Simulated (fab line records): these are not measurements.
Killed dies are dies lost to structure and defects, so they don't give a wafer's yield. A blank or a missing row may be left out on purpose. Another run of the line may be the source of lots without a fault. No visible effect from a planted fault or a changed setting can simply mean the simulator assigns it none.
Split-lot experiment ; flow n5-finfet ; 21 wafers read from 7 lots, route of 1938 steps

## ABOUT THE SPLIT
At N5_BEOL_M14_TRENCH_ETCH_34 (etches SiO2 in C4F8/O2/Ar, target depth 556.65 nm, time 126.9 s), the setting time-s was moved away from the recipe's 126.9 s on 7 of the 21 wafers read, by -20.9% to +20.0%. For the rest of the wafers, this setting stayed at what the recipe calls for.

## FROM THE SPLIT TO THE READING: what the file shows between them, 7 steps
- N5_BEOL_M14_STRIP_70: strips in C4F8/O2/Ar
- N5_BEOL_M14_OCD_MEAS_35
- N5_BEOL_M14_STRIP_37: strips in O2
- N5_BEOL_M14_ETCH_38: etches SiCN in CF4/N2, target depth 106.5 nm, time 120.6 s
- N5_BEOL_M14_ECD_47: material Cu, target thk 1248 nm
- N5_BEOL_M14_ANNEAL_48: time 90 s
- N5_BEOL_M14_CMP_49: polishes, stops on SiO2, t overpolish 5.2 s, target thk 560 nm

## THE READING
M14_THK, in nm, at N5_BEOL_M14_THK_MEAS_50 (measures by xrf). Fault-free wafers of this fab line usually give 543 nm, standard deviation 23 nm.

wafer;tool, chamber at the split;time-s as run, s;against the recipe;M14_THK, nm;against lot-mates on the recipe
L075.1;rie-diel-05, 1;126.9;recipe;539;-
L075.2;rie-diel-05, 3;126.9;recipe;569;-
L075.5;rie-diel-05, 0;126.9;recipe;540;-
L082.1;rie-diel-03, 1;126.9;recipe;547;-
L082.3;rie-diel-03, 2;109.1;-14.0%;472;-82
L082.4;rie-diel-03, 0;126.9;recipe;562;-
L085.1;rie-diel-05, 2;134.1;+5.7%;591;+37
L085.5;rie-diel-05, 1;126.9;recipe;541;-
L085.6;rie-diel-05, 2;126.9;recipe;567;-
L080.1;rie-diel-03, 2;126.9;recipe;554;-
L080.5;rie-diel-03, 3;152.3;+20.0%;647;+93
L080.6;rie-diel-03, 0;152.3;+20.0%;673;+119
L084.1;rie-diel-04, 1;126.9;recipe;495;-
L084.2;rie-diel-04, 2;126.9;recipe;527;-
L084.4;rie-diel-04, 3;126.9;recipe;566;-
L089.3;rie-diel-04, 3;109.9;-13.4%;500;+1
L089.4;rie-diel-04, 1;126.9;recipe;499;-
L089.6;rie-diel-04, 2;109.9;-13.4%;460;-39
L094.1;rie-diel-04, 1;100.4;-20.9%;412;-150
L094.4;rie-diel-04, 0;126.9;recipe;555;-
L094.6;rie-diel-04, 3;126.9;recipe;569;-

THE FIT
A straight line over all 21 wafers: M14_THK changes by +5.72 nm for each +1% of time-s; r = +0.93; the points scatter about the line by 22 nm.
The same after taking each lot's own level away (the mean of its wafers on the recipe; 21 wafers): +5.09 nm for each +1%; r = +0.90; scatter 25 nm.
Per that fit: largest time-s move, reading shift of 1.1e+02 nm.
Across the lots, their own levels run from 499.0 to 562.0 nm, a range of 2.7 times the standard deviation given above.
In other words, the slope is changed by the lot-to-lot level; the two fits disagree.
Check: for one of the wafers moved furthest among these (-20.9%), held out of the fit, the line's prediction against its lot-mates is -86.2 nm. Against them it came out at -150 nm.

## ADDITIONAL SPLITS CARRIED BY THESE WAFERS
These wafers also went through other splits before the reading. Each is held against what the fit with the lots' levels taken away leaves over:
other split on the same wafers;wafers away from the commonest value;r with M14_THK (lot level and that fit taken away)
N5_BEOL_M13_TRENCH_ETCH_34 time-s;5;-0.22

## THE WHOLE CHAIN: every reading that the file lists as answering this split, in the file's order
step;what it does;reading;change (the file's fit);r (the file's)
N5_BEOL_M14_TRENCH_ETCH_34;etches SiO2 in C4F8/O2/Ar, target depth 556.65 nm, time 126.9 s;etch.depth-nm (the simulator's own value, which no gauge read);+5.68 nm for each +1% of the setting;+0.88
N5_BEOL_M14_OCD_MEAS_35;;trench-depth-nm;+5.69 nm for each +1% of the setting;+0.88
N5_BEOL_M14_CMP_49;polishes, stops on SiO2, t overpolish 5.2 s, target thk 560 nm;Cu_of_BEOL_M14_ECD_47.thk-nm (the simulator's own value, which no gauge read);+5.69 nm for each +1% of the setting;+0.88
N5_BEOL_M14_THK_MEAS_50;measures by xrf;M14_THK;+5.54 for each +1% of the setting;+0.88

## FILE'S OWN FIT
M14_THK changes by +5.54 nm for each +1% of time-s, r = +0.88.
